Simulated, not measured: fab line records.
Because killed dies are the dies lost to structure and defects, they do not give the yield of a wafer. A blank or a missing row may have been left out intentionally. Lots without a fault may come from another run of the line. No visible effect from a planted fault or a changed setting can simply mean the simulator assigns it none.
Chamber matching	flow n5-finfet	rie-diel-01 running N5_FIN_SAQP_HM_OPEN_33: 4 sister chambers
The step chemistry CH3F/O2, target SiNx, target depth 49.4 nm, time 70.6 s. 8 wafers are shown with their chamber, then 12 later ones without.

EACH WAFER AND ITS CHAMBER
wafer	chamber	throttle-valve-pct (%)	drypump-motor-current-A (A)
L087.3	0	16.73	6.2
L089.1	0	16.76	6.2
L089.6	3	15.94	5.3
L090.1	3	15.95	5.4
L090.3	1	16.49	5.7
L091.2	2	16.09	5.2
L091.5	1	16.48	5.6
L091.6	2	16.09	5.2

WAFERS WITH NO CHAMBER GIVEN
wafer	throttle-valve-pct (%)	drypump-motor-current-A (A)
L092.1	15.96	5.4
L092.2	16.08	5.3
L092.4	16.75	6.2
L094.1	16.77	6.2
L094.5	16.51	5.6
L094.6	16.78	6.2
L095.3	16.09	5.3
L095.4	16.78	6.2
L095.6	16.53	5.7
L097.1	15.98	5.4
L097.3	16.52	5.7
L097.5	16.12	5.2

WHICH CHAMBER EACH WENT THROUGH
wafer	from the rows above	in truth
L092.1	3	3
L092.2	2	2
L092.4	0	0
L094.1	0	0
L094.5	1	1
L094.6	0	0
L095.3	2	2
L095.4	0	0
L095.6	1	1
L097.1	3	3
L097.3	1	1
L097.5	2	2
Placed correctly: 12 of 12. Left unplaced by these rows: 0. Placed wrongly: 0.
How it was worked out, from the rows above alone: a wafer's distance from a chamber is the root of the sum, over the readings, of the square of ((its reading less the chamber's mean) divided by the reading's scatter). If the next closest chamber is less than 2 further off than the closest, the wafer can't be placed; otherwise it belongs to the closest. Each chamber's mean is taken over the wafers shown for it. The scatter is the square root of a quotient: the sum, over the shown wafers, of each reading's squared deviation from its chamber's mean, divided by wafers minus chambers.
